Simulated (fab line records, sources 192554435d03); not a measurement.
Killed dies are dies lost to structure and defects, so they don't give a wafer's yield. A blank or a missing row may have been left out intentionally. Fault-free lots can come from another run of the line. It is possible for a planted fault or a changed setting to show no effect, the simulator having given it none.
What tool caused it? ; flow n5 finfet ; 8 lots with 24 wafers sampled at 7 steps, on a route of 1938 steps

## WHAT THE GAUGES SHOWED, per wafer
N5_MOL_CONTACT_COAG_THK_MEAS_29.
lot;measured;on;MD_CAP_THK (nm)
L326;day 7 11:06;film metro-01;19.83 19.90 19.95
L327;day 7 20:02;film metro-02;19.95 19.93 19.89
L328;day 8 07:03;film metro-01;17.82 17.92 17.81
L329;day 8 02:59;film metro-02;20.08 20.00 19.83
L336;day 10 05:41;film metro-02;17.76 17.77 17.84
L337;day 10 19:54;film metro-01;17.88 17.83 17.84
L339;day 11 02:57;film metro-01;17.88 17.94 17.89
L338;day 11 06:41;film metro-01;17.94 17.88 17.83

N5_BEOL_M4_RC_MEAS_101.
lot;measured;on;DIBL_N (mV/V);DIBL_P (mV/V);IOFF_N (nA/um);IOFF_P (nA/um);ION_N (uA/um);ION_P (uA/um);SS_N (mV/dec);SS_P (mV/dec);VT_N (mV);VT_P (mV)
L328;day 11 09:58;prober-01;34.1 38.1 35.3;33.6 39.0 34.9;0.122 0.217 0.142;0.16 0.26 0.18;657 684 673;462 466 459;71.4 72.7 71.2;72.6 74.0 73.4;252.1 243.7 248.6;-255.5 -250.7 -252.9
L336;day 13 15:59;prober-02;38.0 36.2 38.5;36.8 35.3 37.9;0.169 0.148 0.187;0.22 0.20 0.23;676 673 679;469 462 460;72.0 70.9 71.9;73.9 73.6 74.0;249.1 250.4 246.4;-247.3 -249.4 -247.4
L337;day 14 00:02;prober-02;33.6 32.7 34.6;33.1 32.2 33.9;0.130 0.124 0.132;0.18 0.17 0.19;675 673 656;467 464 457;71.5 70.7 70.9;72.1 72.4 72.7;250.5 255.6 253.0;-250.3 -251.7 -251.1
L339;day 13 23:31;prober-01;37.5 35.8 38.0;36.0 34.7 36.4;0.179 0.147 0.173;0.23 0.20 0.24;672 678 657;465 460 450;71.6 71.1 71.5;73.9 72.9 73.8;248.6 251.6 248.6;-246.8 -250.3 -252.1
L338;day 14 01:47;prober-01;34.4 33.3 32.8;35.1 33.1 33.0;0.149 0.118 0.119;0.19 0.15 0.16;682 661 674;466 450 462;71.6 71.0 70.4;73.0 72.6 72.9;252.9 255.5 251.2;-249.1 -255.7 -253.9

## TOOL THAT RAN EACH LOT (tool first, then ch and the chambers of the sampled wafers, then the start)
lot;N5_MOL_CONTACT_COAG_ETCH_106;N5_MOL_CONTACT_COAG_ETCH_15;N5_MOL_CONTACT_COAG_ANNEAL_113;N5_MOL_CONTACT_COAG_CMP_23;N5_MOL_CONTACT_COAG_ETCH_47
L326;rie diel-06 ch 2,3, day 7 03:14;rie diel-06 ch 2,3, day 7 03:23;rtp anneal-01 ch 0, day 7 06:43;cmp-03 ch 2,3, day 7 08:25;rie diel-06 ch 0,1, day 7 12:50
L327;rie diel-03 ch 1,2,3, day 7 11:10;rie diel-03 ch 1,2,3, day 7 11:18;rtp anneal-02 ch 0, day 7 14:16;cmp-02 ch 0,2, day 7 17:05;rie diel-02 ch 0,3, day 7 21:44
L328;rie diel-02 ch 0,2,3, day 7 17:03;rie diel-02 ch 0,2,3, day 7 17:11;rtp anneal-01 ch 0, day 7 19:58;cmp-03 ch 0,2,3, day 8 04:16;rie diel-02 ch 0,2, day 8 09:05
L329;rie diel-02 ch 0,3, day 7 20:47;rie diel-02 ch 0,3, day 7 20:56;rtp anneal-02 ch 0, day 7 23:26;cmp-04 ch 0,1,3, day 8 00:23;rie diel-06 ch 1,3, day 8 04:54
L336;rie diel-03 ch 0,3, day 9 20:59;rie diel-03 ch 0,3, day 9 21:07;rtp anneal-02 ch 0, day 10 01:01;cmp-02 ch 0,1, day 10 02:59;rie diel-03 ch 1,2,3, day 10 08:29
L337;rie diel-06 ch 0,1,2, day 10 08:23;rie diel-06 ch 0,1,2, day 10 08:31;rtp anneal-01 ch 0, day 10 14:09;cmp-03 ch 0,1,3, day 10 17:16;rie diel-06 ch 1,2, day 10 22:01
L339;rie diel-02 ch 0,1,2, day 10 17:47;rie diel-02 ch 0,1,2, day 10 17:55;rtp anneal-01 ch 0, day 10 21:49;cmp-03 ch 0,1, day 11 00:16;rie diel-03 ch 0,2, day 11 04:49
L338;rie diel-03 ch 0,1,3, day 10 21:19;rie diel-03 ch 0,1,3, day 10 21:27;rtp anneal-01 ch 0, day 11 00:59;cmp-02 ch 0,2,3, day 11 04:02;rie diel-03 ch 0,1,2, day 11 09:38
- N5_MOL_CONTACT_COAG_ETCH_106: etches SOC in N2/H2, target depth 80 nm, overetch 16 nm, time 120 s.
- N5_MOL_CONTACT_COAG_ETCH_15: etches SiNx in CH3F/O2, stops on Si:P, target depth 7 nm.
- N5_MOL_CONTACT_COAG_ANNEAL_113: time 300 s.
- N5_MOL_CONTACT_COAG_CMP_23: polishes, stops on SiO2, t overpolish 1.5 s, target thk 0 nm.
- N5_MOL_CONTACT_COAG_ETCH_47: etches SiNx in CH3F/O2, stops on W, target depth 27 nm.

## AS READ BY THE TOOLS THEMSELVES (means over the sampled wafers that have a number; for cases with no such wafer, the mark the record gives instead)
N5_MOL_CONTACT_COAG_ETCH_106.
lot;tool;drypump motor current A (A);oes product au (a.u.);rf vpp V (V);showerhead plenum p Torr (Torr);temp c (C);throttle valve pct (%)
L326;rie diel-06;6.2;0.73;524.2;2.54;39.90;17.90
L327;rie diel-03;5.9;0.76;524.6;2.58;39.96;17.49
L328;rie diel-02;5.3;0.73;524.4;2.56;39.85;17.97
L329;rie diel-02;5.4;0.69;525.9;2.61;40.04;17.87
L336;rie diel-03;5.7;0.71;526.3;2.63;40.00;17.42
L337;rie diel-06;5.5;0.71;521.3;2.45;39.98;17.79
L339;rie diel-02;5.2;0.73;522.6;2.50;39.94;18.03
L338;rie diel-03;5.9;0.71;525.6;2.59;39.93;17.53

N5_MOL_CONTACT_COAG_ETCH_15.
lot;tool;drypump motor current A (A);oes_o_777_au (a.u.);oes product au (a.u.);rf vpp V (V);showerhead plenum p Torr (Torr);throttle valve pct (%)
L326;rie diel-06;6.2;0.83;0.60;298;2.00;16.38
L327;rie diel-03;5.9;0.84;0.62;300;2.03;16.00
L328;rie diel-02;5.3;0.81;0.59;291;2.01;16.43
L329;rie diel-02;5.4;0.75;0.56;294;2.05;16.44
L336;rie diel-03;5.6;0.80;0.58;300;2.06;15.91
L337;rie diel-06;5.5;0.79;0.58;299;1.94;16.43
L339;rie diel-02;5.2;0.80;0.59;293;1.97;16.48
L338;rie diel-03;5.8;0.80;0.59;303;2.04;16.01

N5_MOL_CONTACT_COAG_ANNEAL_113.
lot;tool;lamp power pct (%);lamp_zone_2_pct (%);lamp_zone_7_pct (%);wafer_temp_C_max
L326;rtp anneal-01;3.08;3.07;3.23;401.8
L327;rtp anneal-02;2.89;2.89;3.04;401.7
L328;rtp anneal-01;3.07;3.07;3.23;401.1
L329;rtp anneal-02;2.89;2.89;3.04;401.5
L336;rtp anneal-02;2.89;2.89;3.04;401.3
L337;rtp anneal-01;3.07;3.08;3.23;401.1
L339;rtp anneal-01;3.07;3.07;3.23;401.6
L338;rtp anneal-01;3.07;3.07;3.23;401.6

N5_MOL_CONTACT_COAG_CMP_23.
lot;tool;edge zone pressure frac;head pressure psi (psi);motor current A (A);overpolish run s (s);time to endpoint s (s)
L326;cmp-03;-;-;-;-;-
L327;cmp-02;-;-;-;-;-
L328;cmp-03;0.996;2.000;7.4;1.492;7.5
L329;cmp-04;-;-;-;-;-
L336;cmp-02;0.995;1.999;6.7;1.493;9.6
L337;cmp-03;1.001;1.999;8.0;1.497;6.5
L339;cmp-03;1.005;2.002;7.9;1.495;10.1
L338;cmp-02;1.003;1.999;7.4;1.503;8.2

N5_MOL_CONTACT_COAG_ETCH_47.
lot;tool;drypump motor current A (A);etch rf on time s (s);oes_o_777_au (a.u.);oes product au (a.u.);rf vpp V (V);showerhead plenum p Torr (Torr);throttle valve pct (%)
L326;rie diel-06;5.8;34.7;0.83;0.74;298;1.95;16.43
L327;rie diel-02;5.4;35.3;0.75;0.67;294;2.05;16.46
L328;rie diel-02;5.3;31.6;0.79;0.71;291;1.98;16.48
L329;rie diel-06;6.0;34.8;0.80;0.70;302;1.99;16.47
L336;rie diel-03;5.9;30.6;0.81;0.74;299;2.02;16.06
L337;rie diel-06;5.2;32.1;0.77;0.68;300;1.92;16.43
L339;rie diel-03;5.6;30.8;0.82;0.74;297;2.06;15.95
L338;rie diel-03;5.7;31.4;0.82;0.74;301;2.06;16.01

## THE ANSWER, worked out from the rows above alone
Rule: the usual values come from the lots themselves. Put in order of their means at a reading, lots are off if they are a third of the lots or fewer, leave a main group of 4 or more, and stand apart from it by a gap of 3 or more times the standard deviation of the main group's means; of several such gaps the widest counts. Not used: any main group whose means are identical at the precision the tables above print for the reading. A lot without any number at a reading at which 4 lots or more have one is off too. Any other lot the step has rows for is counted as sound. After the gauges, taken in route order, come the tools' own readings; for these a lot's mean is taken, as printed above. At the first step where some lot is off, the reading lying furthest off is the one used; lots without a number count as furthest.
Off: L326, L327, L329 (N5_MOL_CONTACT_COAG_CMP_23, edge zone pressure frac). Without a number there: L326, L327, L329. The main group has a mean of 1.000 with a standard deviation of 0.0039.
If a tool, at that step or one of the process steps before it, ran each lot that is off and ran no sound lot following the first of them, it fits. No candidate that was tried fits.

## WHAT THE SIMULATOR PUT IN
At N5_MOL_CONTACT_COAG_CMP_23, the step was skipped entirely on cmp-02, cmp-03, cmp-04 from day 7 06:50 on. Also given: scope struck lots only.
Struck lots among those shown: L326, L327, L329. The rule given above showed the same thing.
